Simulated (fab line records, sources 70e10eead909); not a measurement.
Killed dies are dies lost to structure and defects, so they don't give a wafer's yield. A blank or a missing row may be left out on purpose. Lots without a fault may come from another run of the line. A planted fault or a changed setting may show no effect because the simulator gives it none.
fab line records | flow nand_harc
record lots=5 wafers=15 last_day=24
route steps=1159 shown P_GATE@126 END@1159
lots that met no fault: from a run of the same line without faults
start_h: hours from the record's first day to the start of the lot's first wafer shown | wait_h: hours since the lot's step before | " the same as in the row above | L1.1+2: a row that stands for several wafers | - no value, or no start given | * or withheld: withheld | < > ~ a bound
route shown NAME@n: a module of which the file shows steps, and the number in the route of the first | usual: mean/standard deviation of fault-free wafers | same: alike in all rows | chamber/n: place in a boat | sites: the reading at each site | _std_site: their standard deviation | _edge_site: outer sites' mean less inner sites' | radius_mm: how far each site lies from the wafer's centre | mask NAME#n: copy n | behind: the tool/chamber that last shaped the wafer | hold: why the lot was held/for how many hours/how that ended | device: the transistor (n, p or np) that didn't switch | end of line: the same wafers' tests at the end of the route | a step without rows: its recipe alone | killed: dies lost to structure and defects at the first sort, not the wafer's yield | map: a wafer's dies, x killed, . not, _ none there
set.NAME: the setting as run; set.NAME@STEP: as run at that earlier step | model.NAME: the simulator's own value behind a step, which no gauge read
lots at some steps of the route; a table a step, a row a wafer
services: from which hour (start_h, from the record's first day; less than 0 if before it) a tool's chamber was out of use, for how many hours, and why
## steps
# step NHARC_P_GATE_STRIP_15
# recipe time_s=780 temp_c=130 chemistry=SPM
# step NHARC_P_GATE_PRECLEAN_71
# recipe time_s=* temp_c=50 bath_age_min=0 chemistry=SC1
# step NHARC_P_GATE_SRD_72
# step NHARC_P_GATE_OXIDE_16
# recipe target_thk_a=30 temp_c=875 ox_time_s=392 material=SiO2
# step NHARC_P_GATE_CVD_17
# recipe target_thk_a=1500 temp_c=620 time_s=900 material=poly-Si
# step NHARC_P_GATE_HM_DEP_102
# recipe target_thk_a=1200 temp_c=400 material=aC
# usual throttle_valve_pct=34.999/0.0088
# columns lot.wafer tool chamber start_h wait_h throttle_valve_pct
L745.1 acl_dep-02 0 90.30 0.4 34.988
L745.2 " 0 " " 35.004
L745.4 " 0 " " 34.988
L748.1 acl_dep-01 0 109.48 0.4 35.013
L748.3 " 0 " " 34.994
L748.4 " 0 " " 34.994
L760.1 acl_dep-01 0 184.49 3.3 34.988
L760.3 " 0 " " 35.000
L760.6 " 0 " " 34.997
L761.1 acl_dep-02 0 188.86 1.9 35.009
L761.3 " 0 " " 35.003
L761.5 " 0 " " 35.003
L765.1 acl_dep-01 0 211.75 0.4 35.010
L765.3 " 0 " " 34.980
L765.5 " 0 " " 35.005
# step NHARC_P_GATE_DEP_103
# recipe target_thk_a=300 target_thk_nm=30 temp_c=400 flow_sccm=200 rf_w=350 material=SiON
# usual heater_power_w=780/130 rf_fwd_power_W=348.7/1.2
# columns lot.wafer tool chamber start_h wait_h heater_power_w rf_fwd_power_W
L745.2 pecvd-03 0 90.99 0.5 676 347.8
L745.1 " 1 " " 686 349.6
L745.4 " 2 " " 803 347.7
L748.3 pecvd-03 1 110.27 0.5 667 351.2
L748.1 " 2 " " 692 348.3
L748.4 " 2 " " 725 347.5
L760.1 pecvd-04 2 185.28 0.7 745 348.8
L760.3 " 0 " " 878 350.2
L760.6 " 0 " " 854 349.3
L761.3 pecvd-01 1 189.55 0.4 1095 349.9
L761.1 " 2 " " 768 349.7
L761.5 " 1 " " 1067 349.2
L765.1 pecvd-03 2 212.41 0.6 779 348.0
L765.3 " 1 " " 663 348.8
L765.5 " 1 " " 663 347.1
# step NHARC_P_GATE_DEHYDRATE_18
# recipe temp_c=150 time_s=120
# step NHARC_P_GATE_HMDS_19
# recipe time_s=30
# step NHARC_P_GATE_COAT_20
# recipe spin_rpm=1500 resist_thk_nm=90
# step NHARC_P_GATE_SOFTBAKE_21
# recipe temp_c=105 time_s=55
# step NHARC_P_GATE_EBR_22
# step NHARC_P_GATE_EXPOSE_23
# recipe na=1.35 target_cd_nm=120 dose_mj=93.91 mask_id=P_GATE
# usual exposure_dose_mJ_cm2=93.90/0.095
# columns lot.wafer tool chamber start_h wait_h mask exposure_dose_mJ_cm2
L745.1 arfi_scanner-02 0 91.38 - P_GATE#0 93.90
L745.2 " 0 " " P_GATE#0 93.96
L745.4 " 0 " " P_GATE#0 93.88
L748.1 arfi_scanner-02 0 110.66 - P_GATE_R1#0 94.07
L748.3 " 0 " " P_GATE_R1#0 93.95
L748.4 " 0 " " P_GATE_R1#0 93.87
L760.1 arfi_scanner-01 0 185.68 - P_GATE#0 93.69
L760.3 " 0 " " P_GATE#0 93.94
L760.6 " 0 " " P_GATE#0 93.79
L761.1 arfi_scanner-02 0 190.09 - P_GATE#0 93.80
L761.3 " 0 " " P_GATE#0 94.08
L761.5 " 0 " " P_GATE#0 93.97
L765.1 arfi_scanner-01 0 212.95 - P_GATE#0 93.92
L765.3 " 0 " " P_GATE#0 93.76
L765.5 " 0 " " P_GATE#0 93.89
# step NHARC_P_GATE_PEB_24
# recipe peb_temp_c=100 peb_time_s=65
# step NHARC_P_GATE_DEVELOP_25
# recipe develop_time_s=35 dev_temp_c=23
# step NHARC_P_GATE_CD_MEAS_26
# recipe target_cd_nm=120 landing_energy_ev=500
# usual cd_nm=119.9/0.53
# columns lot.wafer tool chamber start_h wait_h cd_nm
L745.1 cd_sem-01 0 91.52 - 119.8
L745.2 " 0 " " 120.4
L745.4 " 0 " " 120.3
L748.1 cd_sem-01 0 110.80 - 115.2
L748.3 " 0 " " 116.0
L748.4 " 0 " " 115.9
L760.1 cd_sem-01 0 185.81 - 118.9
L760.3 " 0 " " 119.1
L760.6 " 0 " " 119.1
L761.1 cd_sem-02 0 190.23 - 120.3
L761.3 " 0 " " 120.3
L761.5 " 0 " " 119.9
L765.1 cd_sem-02 0 213.09 - 120.7
L765.3 " 0 " " 120.1
L765.5 " 0 " " 120.0
# step NHARC_P_GATE_OVL_MEAS_27
# usual overlay_x_nm=-0.2/0.8 overlay_y_nm=-0.1/0.67
# columns lot.wafer tool chamber start_h wait_h overlay_x_nm overlay_y_nm
L745.1 overlay-01 - 91.61 - 0.3 -0.2
L745.2 " - " " 0.8 0.2
L745.4 " - " " 0.4 0.2
L748.1 overlay-02 - 110.89 - -0.3 0.3
L748.3 " - " " 0.1 -0.1
L748.4 " - " " -0.9 -0.4
L760.1 overlay-02 - 185.90 - -1.7 0.7
L760.3 " - " " -1.7 0.7
L760.6 " - " " -0.9 0.6
L761.1 overlay-02 - 190.32 - -0.2 0.1
L761.3 " - " " -0.3 0.3
L761.5 " - " " -0.8 -0.2
L765.1 overlay-01 - 213.18 - -1.5 0.0
L765.3 " - " " -1.4 -0.2
L765.5 " - " " -1.9 0.9
# step NHARC_P_GATE_INSPECT_28
# usual raw_defect_count=6/3.3
# columns lot.wafer tool chamber start_h wait_h raw_defect_count
L745.1 defect_inspect-02 - 91.64 0.0 7
L745.2 " - " " 5
L745.4 " - " " 1
L748.1 defect_inspect-02 - 110.92 0.0 8
L748.3 " - " " 5
L748.4 " - " " 4
L760.1 defect_inspect-02 - 185.94 0.0 3
L760.3 " - " " 12
L760.6 " - " " 12
L761.1 defect_inspect-01 - 190.37 0.1 8
L761.3 " - " " 9
L761.5 " - " " 4
L765.1 defect_inspect-02 - 213.22 0.0 5
L765.3 " - " " 8
L765.5 " - " " 4
# step NHARC_P_GATE_DESCUM_31
# recipe time_s=3 o2_flow_sccm=200 ar_flow_sccm=0 bias_power_w=0 chemistry=O2
# usual drypump_motor_current_A=5.7/0.36 oes_product_au=0.997/0.0076 rf_vpp_V=58.0/0.9 showerhead_plenum_p_Torr=1.96/0.076 throttle_valve_pct=11.311/0.0086
# columns lot.wafer tool chamber start_h wait_h drypump_motor_current_A oes_product_au rf_hours_counter_h rf_vpp_V showerhead_plenum_p_Torr throttle_valve_pct model.P_GATE.cd_nm
L745.1 rie_diel-11 3 91.71 0.1 5.9 0.994 25 58.5 1.98 11.324 120.7
L745.4 " 0 " " 5.3 1.014 21 56.7 1.93 11.299 120.8
L745.2 " 1 " " 5.5 0.990 24 56.8 1.98 11.320 121.5
L748.4 rie_diel-03 0 110.98 0.1 5.4 1.000 12 57.2 1.81 11.305 115.3
L748.3 " 1 " " 5.5 0.998 12 58.3 2.06 11.303 115.9
L748.1 " 3 " " 6.3 1.002 12 58.6 1.99 11.309 115.4
L760.1 rie_diel-03 0 186.00 0.1 5.4 0.995 25 56.4 1.81 11.316 118.8
L760.3 " 2 " " 5.4 0.998 26 58.3 1.99 11.315 118.8
L760.6 " 0 " " 5.4 0.994 - 58.4 1.81 11.307 119.1
L761.1 rie_diel-03 3 190.44 0.1 6.4 0.986 23 57.7 1.99 11.311 120.8
L761.3 " 1 " " 5.6 0.989 27 58.4 2.05 11.318 121
L761.5 " 3 " " 6.3 0.997 - 59.0 1.99 11.316 120
L765.1 rie_diel-04 3 213.35 0.1 6.2 0.998 41 56.2 1.94 11.312 120.5
L765.3 " 1 " " 5.0 1.012 39 57.3 1.90 11.297 119.8
L765.5 " 2 " " 5.7 1.001 - 57.2 1.87 11.325 120.1
# step NHARC_P_GATE_ETCH_104
# recipe target_depth_a=600 time_s=withheld cf4_flow_sccm=100 chf3_flow_sccm=30 ar_flow_sccm=0 rf_w=500 bias_w=200 chemistry=CF4/CHF3
# step NHARC_P_GATE_HM_OPEN_105
# recipe target_depth_a=3600 o2_flow_sccm=400 cos_flow_sccm=20 ar_flow_sccm=0 rf_w=500 bias_w=300 chemistry=O2/COS
# usual drypump_motor_current_A=5.6/0.36 oes_product_au=0.999/0.0079 rf_fwd_power_W=497.9/1.6 rf_vpp_V=468.8/2.6 showerhead_plenum_p_Torr=3.19/0.12 throttle_valve_pct=28.329/0.0095
# columns lot.wafer tool chamber start_h wait_h drypump_motor_current_A oes_product_au rf_fwd_power_W rf_hours_counter_h rf_vpp_V showerhead_plenum_p_Torr throttle_valve_pct
L745.2 rie_diel-11 2 - - 6.1 0.995 495.0 18 472.0 3.36 28.334
L745.4 " 3 " " 5.9 0.991 498.6 25 470.9 3.23 28.332
L745.1 " 0 " " 5.3 1.001 497.0 21 468.4 3.15 28.338
L748.3 rie_diel-03 3 - - 6.4 1.005 499.2 12 468.9 3.24 28.328
L748.1 " 1 " " 5.6 1.000 498.6 12 470.9 3.34 28.318
L748.4 " 2 " " 5.4 0.985 496.5 13 471.3 3.25 28.337
L760.3 rie_diel-03 3 - - 6.4 0.996 500.3 22 469.3 3.24 28.315
L760.1 " 0 " " 5.4 0.996 499.2 25 464.7 2.96 28.323
L760.6 " 2 " " 5.4 0.984 497.5 - 469.4 3.24 28.319
L761.1 rie_diel-03 2 - - 5.4 0.990 497.5 27 469.2 3.24 28.327
L761.3 " 0 " " 5.4 0.996 495.9 26 463.3 2.96 28.321
L761.5 " 1 " " 5.6 0.987 500.9 - 471.9 3.33 28.318
L765.3 rie_diel-04 1 - - 5.0 0.998 500.3 39 466.1 3.09 28.337
L765.1 " 2 " " 5.7 0.996 499.0 32 466.5 3.06 28.325
L765.5 " 2 " " 5.6 0.991 497.3 - 466.3 3.06 28.341
# step NHARC_P_GATE_STRIP_106
# recipe o2_flow_sccm=400 cos_flow_sccm=20 ar_flow_sccm=0 bias_w=0 chemistry=O2/COS
# step NHARC_P_GATE_ETCH_114
# recipe target_depth_a=300 overetch_a=30 time_s=16.5 ion_energy_ev=100 cf4_flow_sccm=80 o2_flow_sccm=20 ar_flow_sccm=0 rf_w=300 bias_w=100 chemistry=CF4/O2
# usual drypump_motor_current_A=5.6/0.36 oes_ar_750_au=0.999/0.0044 oes_product_au=0.998/0.0092 rf_fwd_power_W=294.1/1.4 rf_vpp_V=198.5/1.3 showerhead_plenum_p_Torr=1.37/0.054 throttle_valve_pct=13.397/0.0082
# columns lot.wafer tool chamber start_h wait_h drypump_motor_current_A oes_ar_750_au oes_product_au rf_fwd_power_W rf_hours_counter_h rf_vpp_V showerhead_plenum_p_Torr throttle_valve_pct
L745.1 rie_diel-11 1 - - 5.5 1.000 1.002 293.0 24 199.0 1.38 13.396
L745.4 " 3 " " 5.9 1.005 1.002 293.8 25 198.3 1.38 13.415
L745.2 " 0 " " 5.3 0.995 1.005 293.4 22 198.3 1.35 13.403
L748.1 rie_diel-03 3 - - 6.3 0.998 0.989 297.7 12 198.6 1.39 13.410
L748.4 " 0 " " 5.4 0.999 0.991 293.3 12 196.0 1.27 13.403
L748.3 " 1 " " 5.5 0.998 0.990 294.5 12 196.9 1.43 13.403
L760.1 rie_diel-03 3 - - 6.3 0.992 0.990 295.3 22 198.6 1.39 13.412
L760.3 " 1 " " 5.5 1.000 0.988 294.9 25 199.8 1.43 13.413
L760.6 " 3 " " 6.3 0.996 0.988 295.9 - 198.7 1.39 13.397
L761.3 rie_diel-03 3 - - 6.4 1.007 0.994 297.4 23 199.1 1.39 13.398
L761.1 " 1 " " 5.6 0.995 0.985 293.3 27 200.6 1.43 13.391
L761.5 " 0 " " 5.4 1.001 0.999 294.2 - 196.8 1.26 13.384
L765.1 rie_diel-04 3 - - 6.1 0.998 1.010 292.7 41 198.7 1.35 13.380
L765.3 " 0 " " 6.0 1.001 1.017 292.0 41 198.0 1.37 13.394
L765.5 " 2 " " 5.6 1.004 1.007 295.2 - 198.2 1.31 13.408
# step NHARC_P_GATE_ETCH_32
# recipe target_depth_a=1500 over_etch_frac=1 over_etch_ion_energy_ev=40 time_s=100.1 hbr_flow_sccm=150 cl2_flow_sccm=50 rf_w=400 icp_w=400 bias_w=100 chemistry=HBr/Cl2
# usual drypump_motor_current_A=5.7/0.49 oes_product_au=0.997/0.0074 rf_fwd_power_W=397.0/1.5 throttle_valve_pct=26.407/0.0092
# columns lot.wafer tool chamber start_h wait_h drypump_motor_current_A oes_product_au rf_fwd_power_W rf_hours_counter_h throttle_valve_pct model.P_GATE.cd_nm
L745.1 rie_si-01 3 92.25 - 5.6 0.986 393.5 1.1 26.412 120.3
L745.4 " 1 " " 6.0 0.991 396.6 1.2 26.399 120.8
L745.2 " 2 " " 6.2 0.994 397.5 1.4 26.402 122.8
L748.1 rie_si-02 3 111.46 - 5.1 1.005 397.9 0.6 26.415 116.4
L748.4 " 0 " " 5.0 1.005 396.4 0.6 26.396 116.3
L748.3 " 1 " " 5.5 1.000 394.9 0.6 26.413 118.5
L760.3 rie_si-01 1 186.46 - 6.0 0.989 396.6 0.6 26.424 121.7
L760.1 " 0 " " 5.4 0.989 396.2 0.5 26.409 118.1
L760.6 " 2 " " 6.2 1.002 396.3 - 26.408 117.7
L761.1 rie_si-01 2 190.91 - 6.2 1.004 395.3 0.5 26.398 119.2
L761.3 " 3 " " 5.6 0.994 398.7 0.4 26.420 122.5
L761.5 " 2 " " 6.2 1.001 395.1 - 26.401 121
L765.3 rie_si-06 3 213.95 - 5.3 1.004 399.6 0.2 26.408 120.8
L765.1 " 0 " " 5.9 0.987 400.3 0.2 26.406 125.2
L765.5 " 3 " " 5.3 0.997 398.4 - 26.399 121.6
# step NHARC_P_GATE_STRIP_108
# recipe o2_flow_sccm=500 ar_flow_sccm=0 bias_w=0 chemistry=O2
# usual drypump_motor_current_A=5.6/0.37 oes_product_au=0.998/0.0089 rf_vpp_V=58.0/0.85 showerhead_plenum_p_Torr=3.60/0.13 throttle_valve_pct=17.035/0.0092
# columns lot.wafer tool chamber start_h wait_h drypump_motor_current_A oes_product_au rf_hours_counter_h rf_vpp_V showerhead_plenum_p_Torr throttle_valve_pct
L745.2 rie_diel-04 0 92.41 - 5.9 1.004 55 57.8 3.65 17.020
L745.1 " 2 " " 5.7 1.000 51 58.1 3.48 17.043
L745.4 " 3 " " 6.2 0.983 53 58.2 3.60 17.037
L748.4 rie_diel-11 2 111.61 - 6.0 0.997 24 58.1 3.79 17.029
L748.3 " 3 " " 5.9 0.998 31 59.0 3.65 17.034
L748.1 " 0 " " 5.3 0.999 28 56.4 3.55 17.030
L760.1 rie_diel-03 3 186.65 - 6.4 0.992 22 58.3 3.66 17.042
L760.3 " 0 " " 5.4 1.003 25 57.4 3.35 17.036
L760.6 " 1 " " 5.6 1.006 - 57.7 3.76 17.045
L761.3 rie_diel-03 0 191.06 - 5.4 0.990 26 57.5 3.35 17.030
L761.1 " 1 " " 5.6 0.971 27 57.5 3.76 17.024
L761.5 " 1 " " 5.6 0.982 - 58.8 3.76 17.034
L765.3 rie_diel-03 3 214.11 - 6.4 0.993 28 58.4 3.66 17.037
L765.1 " 1 " " 5.6 0.999 31 58.9 3.76 17.044
L765.5 " 3 " " 6.4 0.997 - 58.6 3.66 17.030
# step NHARC_END_SORT_01
# recipe temp_c=25
# usual killed_at_array=25/9.8 killed_at_other=0.8/1.1 killed_at_periphery=3.3/2.1 killed_dies=29/10 killed_open=3.3/1.8 killed_short=1.9/1.4
# same gross_dies=677
# columns lot.wafer tool chamber start_h wait_h killed_at_array killed_at_other killed_at_periphery killed_dies killed_open killed_short
L748.1 prober-01 0 454.72 2.5 26 1 4 31 2 4
L748.3 prober-01 0 456.30 3.1 28 0 1 29 6 2
L748.4 prober-01 0 457.09 3.4 26 0 2 28 3 1
L745.1 prober-02 0 464.65 2.5 16 1 2 19 4 5
L745.2 prober-02 0 465.47 2.8 15 0 2 17 5 0
L745.4 prober-02 0 467.11 3.5 13 0 0 13 3 3
L760.1 prober-02 0 548.27 2.5 41 0 2 43 2 2
L760.3 prober-02 0 549.85 3.1 34 0 5 39 3 2
L760.6 prober-02 0 552.21 3.9 32 0 1 33 0 0
L761.1 prober-01 0 563.73 2.5 19 2 8 29 7 3
L761.3 prober-01 0 565.34 3.1 22 4 5 31 3 0
L761.5 prober-01 0 566.95 3.7 23 1 4 28 6 2
# killed by level:class
L748.1 A_SLIT:chamber_film_flake=9 A_CHANNEL_HOLE_D1:chamber_film_flake=6 P_ZERO_WELL:chamber_film_flake=2 A_CHANNEL_FILL_D1:chamber_film_flake=2 A_CONTACT:chamber_film_flake=2 P_ZERO_WELL:geometric_particle:short=1 P_M1:geometric_particle:short=1 A_ONON_D1:geometric_particle:short=1
L748.3 A_CHANNEL_HOLE_D1:chamber_film_flake=8 A_SLIT:chamber_film_flake=5 A_CONTACT:chamber_film_flake=3 A_ONON_D1:geometric_particle:short=2 A_CHANNEL_FILL_D1:chamber_film_flake=2 A_STAIRCASE:chamber_film_flake=2 P_M0:geometric_particle:open=1 A_ONON_D1:geometric_particle:open=1
L748.4 A_SLIT:chamber_film_flake=9 A_CHANNEL_HOLE_D1:chamber_film_flake=8 A_STAIRCASE:chamber_film_flake=3 A_CHANNEL_FILL_D1:geometric_particle:open=2 A_CONTACT:chamber_film_flake=2 A_CHANNEL_FILL_D1:geometric_particle:short=1 A_CONTACT:geometric_particle:open=1 P_ZERO_WELL:chamber_film_flake=1
L745.1 A_STAIRCASE:chamber_film_flake=6 A_SGD_CUT:geometric_particle:short=2 A_CONTACT:geometric_particle:open=2 P_CONTACT:geometric_particle:open=1 P_M0:geometric_particle:short=1 A_CHANNEL_FILL_D1:geometric_particle:short=1 A_WL_FILL:geometric_particle:short=1 A_BLC:geometric_particle:open=1
L745.2 A_STAIRCASE:chamber_film_flake=5 A_WL_FILL:chamber_film_flake=3 P_CONTACT:geometric_particle:open=2 A_M0:geometric_particle:open=2 A_SLIT:chamber_film_flake=2 A_CONTACT:geometric_particle:open=1 A_ZERO_WELL:chamber_film_flake=1 A_CHANNEL_HOLE_D1:chamber_film_flake=1
L745.4 A_CHANNEL_HOLE_D1:chamber_film_flake=3 A_WL_FILL:chamber_film_flake=2 A_ONON_D1:geometric_particle:open=1 A_ONON_D1:geometric_particle:short=1 A_CHANNEL_FILL_D1:geometric_particle:short=1 A_WL_FILL:geometric_particle:short=1 A_WL_FILL:geometric_particle:open=1 A_M0:geometric_particle:open=1
L760.1 A_SLIT:chamber_film_flake=20 A_CHANNEL_HOLE_D1:chamber_film_flake=11 A_STAIRCASE:chamber_film_flake=3 A_CONTACT:chamber_film_flake=3 P_M0:geometric_particle:open=1 A_SGD_CUT:geometric_particle:short=1 A_WL_FILL:geometric_particle:short=1 A_CONTACT:geometric_particle:open=1
L760.3 A_SLIT:chamber_film_flake=15 A_CHANNEL_HOLE_D1:chamber_film_flake=9 P_STI:chamber_film_flake=4 A_CONTACT:chamber_film_flake=4 A_CHANNEL_FILL_D1:geometric_particle:short=2 P_CONTACT:geometric_particle:open=1 A_ONON_D1:geometric_particle:open=1 A_CHANNEL_FILL_D1:geometric_particle:open=1
L760.6 A_CHANNEL_HOLE_D1:chamber_film_flake=17 A_SLIT:chamber_film_flake=9 A_STAIRCASE:chamber_film_flake=4 P_STI:chamber_film_flake=1 A_CONTACT:chamber_film_flake=1 A_M1:chamber_film_flake=1
L761.1 A_CONTACT:chamber_film_flake=5 A_CHANNEL_HOLE_D1:chamber_film_flake=3 A_STAIRCASE:chamber_film_flake=3 P_M2:geometric_particle:open=2 A_ONON_D1:geometric_particle:open=2 A_CHANNEL_FILL_D1:geometric_particle:open=2 P_STI:chamber_film_flake=2 P_M1:chamber_film_flake=2
L761.3 A_CHANNEL_HOLE_D1:chamber_film_flake=11 A_STAIRCASE:chamber_film_flake=5 A_CONTACT:chamber_film_flake=4 THIN_TSV:chamber_film_flake=4 A_CONTACT:geometric_particle:open=2 P_STI:chamber_film_flake=2 P_M1:geometric_particle:open=1 P_ZERO_WELL:chamber_film_flake=1
L761.5 A_STAIRCASE:chamber_film_flake=6 A_CHANNEL_HOLE_D1:chamber_film_flake=5 A_CONTACT:chamber_film_flake=4 P_ZERO_WELL:chamber_film_flake=2 P_GATE:geometric_particle:open=1 P_CONTACT:geometric_particle:short=1 A_CHANNEL_HOLE_D1:geometric_particle:open=1 A_CHANNEL_FILL_D1:geometric_particle:short=1
## services
# columns tool chamber start_h hours kind
pecvd-01 - 66.83 1.3 repair
rie_diel-11 2 70.58 11.4 repair
rie_si-06 1 74.74 1.6 repair
arfi_scanner-02 - 84.02 4.0 pm
rie_si-01 2 87.95 3.9 repair
pecvd-03 1 91.26 10.6 repair
rie_diel-03 - 94.39 0.5 repair
rie_si-06 - 95.36 0.6 repair
rie_si-01 3 102.87 1.9 repair
rie_si-01 - 105.45 2.9 repair
pecvd-03 - 111.00 13.0 pm
rie_diel-04 - 112.04 9.0 pm
acl_dep-01 - 112.58 13.0 pm
rie_si-01 - 127.00 9.0 pm
rie_diel-11 1 139.63 2.1 repair
acl_dep-02 - 141.14 0.4 repair
arfi_scanner-02 - 143.43 1.0 repair
arfi_scanner-02 - 151.51 0.7 repair
arfi_scanner-01 - 163.51 14.6 repair
rie_diel-03 - 166.74 1.7 repair
acl_dep-02 - 168.86 13.0 pm
rie_diel-11 - 189.59 9.0 pm
arfi_scanner-01 - 196.00 4.0 pm
rie_diel-04 2 196.01 14.9 repair
## key
first_sign step=NHARC_P_GATE_EXPOSE_23 reading=mask direction=changed
effect step=NHARC_P_GATE_CD_MEAS_26 reading=cd_nm direction=down sigmas=7.9 usual=119.9 struck=115.7
model_effect step=NHARC_P_GATE_DESCUM_31 value=P_GATE.cd_nm without=119.2 struck=115.6
model_effect step=NHARC_P_GATE_ETCH_32 value=P_GATE.cd_nm without=120.6 struck=117.1
met_at NHARC_P_GATE_EXPOSE_23
struck_wafers L748.1,L748.3,L748.4
tester_left_out L748
onset_between 91.38 110.66
fault kind=wrong_mask tool=any chamber=- onset_h=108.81 steps=NHARC_P_GATE_EXPOSE_23 aux_copy=P_GATE_R1#0 cd_offset_nm=-3.5933 scope=struck_lots_only
# tester_left_out: of these lots the tester's yield and bins aren't shown, on N5 and GAA mostly nor the transistor test; their killed dies are dies lost to structure and defects alone, not to doping, threshold or leakage, so they don't give the yield
